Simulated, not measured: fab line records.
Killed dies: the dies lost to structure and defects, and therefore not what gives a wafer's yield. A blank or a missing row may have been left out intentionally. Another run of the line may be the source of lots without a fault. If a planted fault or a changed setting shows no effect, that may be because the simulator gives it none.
Chamber matching || flow nand-harc || NHARC_A_WL_FILL_ALD_10 on ald-hk-02 has 4 sister chambers
The step deposits SiO2, target thk 50 nm, pulse time 10 s, ald cycles 500. 4 wafers are shown with their chamber, then 10 later ones without.

== EACH WAFER AND ITS CHAMBER ==
{"wafer": "L082.4", "chamber": 2, "heater-power-outer-w (W)": 310}
{"wafer": "L084.4", "chamber": 0, "heater-power-outer-w (W)": 270}
{"wafer": "L087.2", "chamber": 3, "heater-power-outer-w (W)": 255}
{"wafer": "L087.3", "chamber": 1, "heater-power-outer-w (W)": 221}

== WAFERS WITH NO CHAMBER GIVEN ==
{"wafer": "L087.5", "heater-power-outer-w (W)": 268}
{"wafer": "L088.3", "heater-power-outer-w (W)": 219}
{"wafer": "L088.4", "heater-power-outer-w (W)": 313}
{"wafer": "L088.1", "heater-power-outer-w (W)": 261}
{"wafer": "L090.2", "heater-power-outer-w (W)": 274}
{"wafer": "L090.4", "heater-power-outer-w (W)": 249}
{"wafer": "L090.5", "heater-power-outer-w (W)": 276}
{"wafer": "L093.2", "heater-power-outer-w (W)": 318}
{"wafer": "L093.4", "heater-power-outer-w (W)": 250}
{"wafer": "L093.6", "heater-power-outer-w (W)": 327}

== WHICH CHAMBER EACH ONE RAN IN ==
{"wafer": "L087.5", "from the rows above": "can't be placed: 0 or 3", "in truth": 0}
{"wafer": "L088.3", "from the rows above": 1, "in truth": 1}
{"wafer": "L088.4", "from the rows above": 2, "in truth": 2}
{"wafer": "L088.1", "from the rows above": "can't be placed: 3 or 0", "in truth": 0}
{"wafer": "L090.2", "from the rows above": 0, "in truth": 0}
{"wafer": "L090.4", "from the rows above": 3, "in truth": 3}
{"wafer": "L090.5", "from the rows above": 0, "in truth": 0}
{"wafer": "L093.2", "from the rows above": 2, "in truth": 2}
{"wafer": "L093.4", "from the rows above": 3, "in truth": 3}
{"wafer": "L093.6", "from the rows above": 2, "in truth": 2}
Placed correctly: 8 of 10. Not placeable from these rows: 2 (in 2, the candidates include the true chamber). Wrongly placed: 0.
How it was worked out, from the rows above alone: a wafer's distance from a chamber is the root of the sum, over the readings, of the square of ((its reading less the chamber's mean) divided by the reading's scatter). If the next closest chamber is less than 2 further off than the closest, the wafer can't be placed; otherwise it belongs to the closest. The mean given for a chamber averages the wafers shown for that chamber. The scatter (one wafer shown for each chamber): square how far every hidden wafer sits from the nearest shown wafer, average those squares and take the square root.
